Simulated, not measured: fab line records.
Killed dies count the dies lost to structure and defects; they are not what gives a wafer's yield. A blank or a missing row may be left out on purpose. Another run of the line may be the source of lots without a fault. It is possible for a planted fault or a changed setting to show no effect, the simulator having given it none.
Comparing a struck lot with a sound one + flow n5 finfet + 14 out of 1938 route steps
Sound: wafers L540.3, L540.5, L540.6. Wafers struck: L537.3, L537.4, L537.6. Last of all comes the cause.
Order at every step that has rows: each side's tool, ch and its chambers, its first start. Under that, the readings that differ: sound wafers + struck wafers + difference of the means + sigmas: that difference in standard deviations of wafers without a fault.
alike: words and numbers the same on both sides, and readings whose means are apart by under 2 such deviations; not compared: readings that were withheld, readings missing a value for some wafer, numbers with overlapping values and no deviation given by the record, and bounds like >300 which may hide the same value.
The two part at a step that has a row with sigmas, a row that says differs or no value, or rows on one side only. Numbers that don't overlap but have no deviation are shown without sigmas and don't part them. A reading missing from all wafers of one side parts the sides only when that side holds two or more wafers.

first, 1 step without rows for these wafers: N5_BEOL_M6_DEVELOP_27 (develop time 30 s).
N5_BEOL_M6_CD_MEAS_28: target cd 40 nm.
  sound on cd sem-03 ch 0, day 12 09:02; struck on cd sem-01 ch 0, day 11 18:16
  alike: cd nm
N5_BEOL_M6_OVL_MEAS_29:
  sound on overlay-02 ch 0, day 12 09:04; struck on overlay-01 ch 0, day 11 18:18
  alike: V5_OVL
N5_BEOL_M6_INSPECT_30: inspects for defects (brightfield).
  sound on defect inspect-01 at day 12 09:07; struck on defect inspect-02 at day 11 18:20
  alike: raw defect count
N5_BEOL_M6_DESCUM_33: chemistry O2, time 7 s.
  sound on rie diel-01 ch 2,3, day 12 09:09; struck on rie diel-03 ch 1,2, day 11 18:37
  alike: bias power w, chamber pressure mTorr, drypump motor current A, oes product au, rf vpp V, showerhead plenum p Torr, throttle valve pct
  not compared: rf hours counter h
N5_BEOL_M6_ETCH_72: etches underlayer in N2/H2, target depth 6.5 nm, time 5.2 s.
  sound on rie diel-01 ch 2,3, day 12 09:11; struck on rie diel-03 ch 1,2, day 11 18:39
  alike: bias w, chamber pressure mTorr, drypump motor current A, etch rf on time s, oes product au, rf vpp V, showerhead plenum p Torr, throttle valve pct
  not compared: rf hours counter h
N5_BEOL_M6_ETCH_65: etches SiARC in CF4, target depth 15.6 nm, time 26 s.
  sound on rie diel-01 ch 2,3, day 12 09:12; struck on rie diel-03 ch 1,2, day 11 18:40
  alike: bias w, chamber pressure mTorr, drypump motor current A, etch rf on time s, oes product au, rf vpp V, showerhead plenum p Torr, throttle valve pct
  not compared: rf hours counter h
N5_BEOL_M6_ETCH_66: etches SOC in N2/H2, target depth 80 nm, overetch 16 nm, time 120 s.
  sound on rie diel-01 ch 2,3, day 12 09:14; struck on rie diel-03 ch 1,2, day 11 18:41
  alike: bias w, chamber pressure mTorr, drypump motor current A, oes product au, rf vpp V, showerhead plenum p Torr, throttle valve pct
  not compared: rf hours counter h
then, 4 steps without rows for these wafers: N5_BEOL_M6_STRIP_69 (strips in N2/H2); N5_BEOL_M6_STRIP_73 (strips in N2/H2); N5_BEOL_M6_VIA_ETCH_34 (etches SiCOH lowk in C4F6/O2, target depth 126.3 nm, time 50.9 s); N5_BEOL_M6_STRIP_76 (strips in C4F6/O2).
N5_BEOL_M6_STRIP_36: strips in N2/H2.
  sound on rie diel-01 ch 2,3, day 12 09:23; struck on rie diel-03 ch 1,2, day 11 18:50
| reading                | sound             | struck            | difference | sigmas |
|------------------------|-------------------|-------------------|------------|--------|
| h2 flow sccm (sccm)    | 200.8 200.3 200.5 | 220.3 219.3 219.3 | +19.1      | +30    |
| throttle valve pct (%) | 23.5 23.5 23.7    | 25.0 25.1 25.0    | +1.5       | +5     |
  alike: bias power w, chamber pressure mTorr, drypump motor current A, oes product au, rf vpp V, showerhead plenum p Torr
  not compared: rf hours counter h
N5_BEOL_M6_TRENCH_ETCH_37: etches SiCOH lowk in C4F6/O2, target depth 94.435 nm, time 31.5 s.
  sound: rie diel-01 ch 2,3; struck: rie diel-03 ch 1,2
  alike: bias w, chamber pressure mTorr, drypump motor current A, oes product au, rf vpp V, showerhead plenum p Torr, throttle valve pct
  not compared: rf hours counter h

WHERE THEY PART
At N5_BEOL_M6_STRIP_36 and nowhere else, as far as this record goes. Later steps at which nothing parts them and some readings are alike: N5_BEOL_M6_TRENCH_ETCH_37.

WHY: the cause the simulator had injected
Process parameter drift: rie diel-03, from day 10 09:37 on, at N5_BEOL_M6_STRIP_36. Setting h2 flow sccm, moved by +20, from 200. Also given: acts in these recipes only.
